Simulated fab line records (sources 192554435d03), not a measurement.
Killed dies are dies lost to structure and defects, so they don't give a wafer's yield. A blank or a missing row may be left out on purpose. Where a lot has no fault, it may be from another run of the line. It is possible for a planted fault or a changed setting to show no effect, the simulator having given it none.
Matching of chambers / flow n5 finfet / ald sin-04 running N5_STI_FIN_REVEAL_ALD_14: 4 sister chambers
The step deposits Si3N4, target thk 3 nm. 14 wafers are shown with their chamber, then 7 later ones without.

WAFERS WITH THEIR CHAMBER
wafer=L571.2; chamber=2; heater power w (W)=963
wafer=L571.5; chamber=0; heater power w (W)=750
wafer=L571.6; chamber=3; heater power w (W)=783
wafer=L575.1; chamber=1; heater power w (W)=767
wafer=L575.5; chamber=1; heater power w (W)=773
wafer=L580.1; chamber=0; heater power w (W)=760
wafer=L580.2; chamber=2; heater power w (W)=961
wafer=L580.4; chamber=1; heater power w (W)=760
wafer=L584.4; chamber=3; heater power w (W)=797
wafer=L584.5; chamber=3; heater power w (W)=767
wafer=L584.6; chamber=0; heater power w (W)=779
wafer=L589.2; chamber=3; heater power w (W)=810
wafer=L589.3; chamber=1; heater power w (W)=774
wafer=L591.2; chamber=2; heater power w (W)=974

SIGNATURES, as means of the wafers listed above
reading=heater power w; chamber 0=763.00; chamber 1=768.50; chamber 2=966.00; chamber 3=789.25; scatter within a chamber=13
Rule: a wafer's distance from a chamber is the root of the sum, over the readings, of the square of ((its reading less the chamber's mean) divided by the reading's scatter). If the next closest chamber is less than 2 further off than the closest, the wafer can't be placed; otherwise it belongs to the closest. How the scatter is found: for the shown wafers, subtract from each reading the mean of its chamber, square and add these, divide the total by (wafers less chambers), then take the root.

WAFERS WITH NO CHAMBER GIVEN
wafer=L591.4; heater power w (W)=803
wafer=L591.5; heater power w (W)=951
wafer=L592.1; heater power w (W)=778
wafer=L592.4; heater power w (W)=785
wafer=L592.6; heater power w (W)=782
wafer=L593.4; heater power w (W)=782
wafer=L593.6; heater power w (W)=789

CHAMBER TAKEN BY EACH
wafer=L591.4; from the rows above=can't be placed: 3 or 1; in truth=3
wafer=L591.5; from the rows above=2; in truth=2
wafer=L592.1; from the rows above=can't be placed: 1 or 3 or 0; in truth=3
wafer=L592.4; from the rows above=can't be placed: 3 or 1 or 0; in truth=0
wafer=L592.6; from the rows above=can't be placed: 3 or 1 or 0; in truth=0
wafer=L593.4; from the rows above=can't be placed: 3 or 1 or 0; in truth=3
wafer=L593.6; from the rows above=can't be placed: 3 or 1 or 0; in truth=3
Correct placement for 1 of the 7. From these rows, 6 cannot be placed; in 6 the true chamber is one of the candidates. Number placed wrongly: 0.
